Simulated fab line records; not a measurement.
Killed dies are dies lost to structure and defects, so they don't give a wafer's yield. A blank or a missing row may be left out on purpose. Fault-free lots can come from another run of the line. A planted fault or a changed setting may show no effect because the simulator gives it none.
What tool caused it? | flow nand-harc | 7 lots with 21 wafers sampled at 4 steps, on a route of 1159 steps

WHAT EACH GAUGE READ, for each wafer
NHARC_A_CONTACT_CD_MEAS_42: target cd 200 nm.
lot  | measured     | on        | cd-nm (nm)
L925 | day 17 08:41 | cd-sem-01 | 200.1 199.6 200.2
L927 | day 18 11:33 | cd-sem-02 | 200.0 200.3 199.3
L930 | day 18 20:04 | cd-sem-02 | 200.2 199.6 200.0
L932 | day 19 03:26 | cd-sem-03 | 199.9 199.3 199.7
L941 | day 20 20:28 | cd-sem-03 | 200.6 200.1 200.6
L936 | day 22 08:52 | cd-sem-02 | 199.1 198.7 199.0
L947 | day 22 20:52 | cd-sem-01 | 199.1 199.4

TOOL THAT RAN EACH LOT (tool first, then ch and the chambers of the sampled wafers, then the start)
lot  | NHARC_A_WL_FILL_STRIP_27             | NHARC_A_WL_FILL_ALD_10           | NHARC_A_WL_FILL_ETCHBACK_17
L925 | plasma-asher-01 ch 0,1, day 15 21:41 | ald-hk-01 ch 0,1,3, day 16 05:08 | rie-metal-02 ch 0,1, day 16 08:56
L927 | plasma-asher-02 ch 0,1, day 17 07:16 | ald-hk-01 ch 0,1, day 17 12:44   | rie-metal-01 ch 0,1, day 17 17:34
L930 | plasma-asher-02 ch 0, day 17 16:04   | ald-hk-01 ch 0,2, day 17 22:57   | rie-metal-01 ch 1, day 18 03:14
L932 | plasma-asher-02 ch 0,1, day 17 23:47 | ald-hk-02 ch 0,1,2, day 18 08:34 | rie-metal-02 ch 0,1, day 18 12:52
L941 | plasma-asher-02 ch 0,1, day 19 07:34 | ald-hk-03 ch 1,2,3, day 19 16:36 | rie-metal-02 ch 0,1, day 19 21:26
L936 | plasma-asher-01 ch 0,1, day 20 17:20 | ald-hk-03 ch 0,1,3, day 20 23:51 | rie-metal-01 ch 0,1, day 21 06:43
L947 | plasma-asher-01 ch 0,1, day 21 14:35 | ald-hk-01 ch 1,2, day 21 19:48   | rie-metal-01 ch 0,1, day 22 00:43
- NHARC_A_WL_FILL_STRIP_27: strips in N2/H2, time 20 s.
- NHARC_A_WL_FILL_ALD_10: deposits SiO2, target thk 50 nm, pulse time 10 s, ald cycles 500.
- NHARC_A_WL_FILL_ETCHBACK_17: etches the open film in Cl2/BCl3, target depth 4 nm, time 26.7 s.

THE ANSWER, worked out from the rows above alone
Rule: the lots themselves supply what counts as usual. The widest of any qualifying gaps counts: lots, ordered by their means at a reading, are off when they make up no more than a third of the lots, leave a main group of 4 or more, and stand apart from it by 3 or more times the standard deviation of that group's means. A main group is skipped when, at the precision printed for the reading in the tables above, its means are all equal. A lot without any number at a reading at which 4 lots or more have one is off too. Any other lot the step has rows for is counted as sound.
Across all readings shown, no lot is off: no conclusion can be drawn from this.

WHAT HAD BEEN PUT IN BY THE SIMULATOR
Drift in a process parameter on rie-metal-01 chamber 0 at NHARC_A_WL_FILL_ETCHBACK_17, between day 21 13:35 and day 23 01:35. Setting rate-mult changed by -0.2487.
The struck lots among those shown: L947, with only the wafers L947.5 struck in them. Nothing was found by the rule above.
